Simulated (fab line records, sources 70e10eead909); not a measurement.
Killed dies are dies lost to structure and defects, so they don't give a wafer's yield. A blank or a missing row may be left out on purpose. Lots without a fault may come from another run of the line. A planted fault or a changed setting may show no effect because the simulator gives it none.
A struck lot beside a sound one | flow nand_harc | 32 steps out of a route of 1302
Sound: wafers L895.1, L895.3, L895.4. Struck: wafer L891.6. (L891.3, L891.4 of the same lot were not struck and are left out.) The cause comes at the end.
At each step with rows: each side's tool, then ch and its chambers, then its first start. Under that, the readings that differ: sound wafers | struck wafers | difference of the means | sigmas: that difference in standard deviations of wafers without a fault.
alike: readings whose means differ by less than 2 such deviations, and words and numbers that are the same on both sides. not compared: withheld readings, readings that some wafer has no value for, bounds like >300 that may hide the same value, and numbers for which the record gives no deviation and whose values overlap.
The two part at a step that has a row with sigmas, a row that says differs or no value, or rows on one side only. Numbers that don't overlap but have no deviation are shown without sigmas and don't part them. A reading that every wafer of one side lacks parts them only if that side has two wafers or more.

first, 5 steps without rows for these wafers: NHARC_A_ONON_D1_DEP_22 (target thk 1000 nm); NHARC_A_ONON_D1_DEP_25 (target thk 1000 nm); NHARC_A_ONON_D1_DEP_28 (target thk 1000 nm); NHARC_A_ONON_D1_DEP_33 (deposits SiO2, target thk 200 nm); NHARC_A_CHANNEL_HOLE_D1_DEP_00 (deposits aC, target thk 3100 nm).
NHARC_A_CHANNEL_HOLE_D1_DEP_01: deposits SiON, target thk 140 nm.
  sound on pecvd-03 ch 0,2, day 18 05:56; struck on pecvd-04 ch 0, day 16 04:31
  reading            | sound       | struck | difference | sigmas
  heater_power_w (W) | 641 724 645 | 953    | +283       | +3
then, 25 steps without rows for these wafers: NHARC_A_CHANNEL_HOLE_D1_DEHYDRATE_02 (time 120 s); NHARC_A_CHANNEL_HOLE_D1_HMDS_03 (time 30 s); NHARC_A_CHANNEL_HOLE_D1_COAT_36 (time 75 s); NHARC_A_CHANNEL_HOLE_D1_COAT_37 (time 65 s); NHARC_A_CHANNEL_HOLE_D1_COAT_04 (resist thk 90 nm); NHARC_A_CHANNEL_HOLE_D1_SOFTBAKE_05 (time 55 s); NHARC_A_CHANNEL_HOLE_D1_EBR_06; NHARC_A_CHANNEL_HOLE_D1_EXPOSE_07 (exposes mask HOLE D1, target cd 100 nm); NHARC_A_CHANNEL_HOLE_D1_PEB_08 (peb time 65 s); NHARC_A_CHANNEL_HOLE_D1_DEVELOP_09 (develop time 35 s); NHARC_A_CHANNEL_HOLE_D1_DESCUM_15 (chemistry O2, time 3 s); NHARC_A_CHANNEL_HOLE_D1_ETCH_38 (etches the open film in CF4, target depth 39 nm, time 65 s); NHARC_A_CHANNEL_HOLE_D1_ETCH_39 (etches the open film in N2/H2, target depth 260 nm, time 325 s); NHARC_A_CHANNEL_HOLE_D1_ETCH_34 (etches the open film in CF4/CHF3, target depth 154 nm, time 77 s); NHARC_A_CHANNEL_HOLE_D1_ETCH_16 (etches the open film in O2/COS, target depth 3100 nm, time 806 s); NHARC_A_CHANNEL_HOLE_D1_ETCH_19 (etches the open film in C4F8/O2/Ar, time 34.5 s); NHARC_A_CHANNEL_HOLE_D1_ETCH_20 (etches the open film in C4F8/O2/Ar, time 361.9 s, target depth 1600 nm); NHARC_A_CHANNEL_HOLE_D1_ETCH_21 (etches the open film in C4F8/O2/Ar, time 514.3 s, target depth 1600 nm); NHARC_A_CHANNEL_HOLE_D1_ETCH_22 (etches the open film in C4F8/O2/Ar, time 666.7 s, target depth 1600 nm); NHARC_A_CHANNEL_HOLE_D1_ETCH_23 (etches the open film in C4F8/O2/Ar, time 819 s, target depth 1600 nm); NHARC_A_CHANNEL_HOLE_D1_ETCH_24 (etches the open film in C4F8/O2/Ar, time 906.2 s, target depth 1500 nm); NHARC_A_CHANNEL_HOLE_D1_ETCH_25 (etches the open film in C4F8/O2/Ar, time 1040.2 s, target depth 1500 nm); NHARC_A_CHANNEL_HOLE_D1_ETCH_26 (etches the open film in C4F8/O2/Ar, time 224.1 s, target depth 300 nm); NHARC_A_CHANNEL_HOLE_D1_ETCH_33 (etches the open film in C4F8/O2/Ar, time 90 s, target depth 400 nm); NHARC_A_CHANNEL_HOLE_D1_STRIP_41 (strips in N2/H2).
-- the record jumps here: 16 days lie between the struck wafers' starts before and after (it left off in module A_CHANNEL_HOLE_D1 and takes up again in module END, whose first step shown is number 1302 of the route) --
NHARC_END_SORT_01:
  the record has rows for the struck wafers here (prober-01 ch 0, day 32 07:10) and none for the sound ones

WHERE THEY PART
First at NHARC_A_CHANNEL_HOLE_D1_DEP_01; last, within this record, at NHARC_END_SORT_01.

WHY: what the simulator had put in
Process parameter drift: pecvd-04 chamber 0, from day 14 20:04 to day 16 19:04, at NHARC_A_CHANNEL_HOLE_D1_DEP_01. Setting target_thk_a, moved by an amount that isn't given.
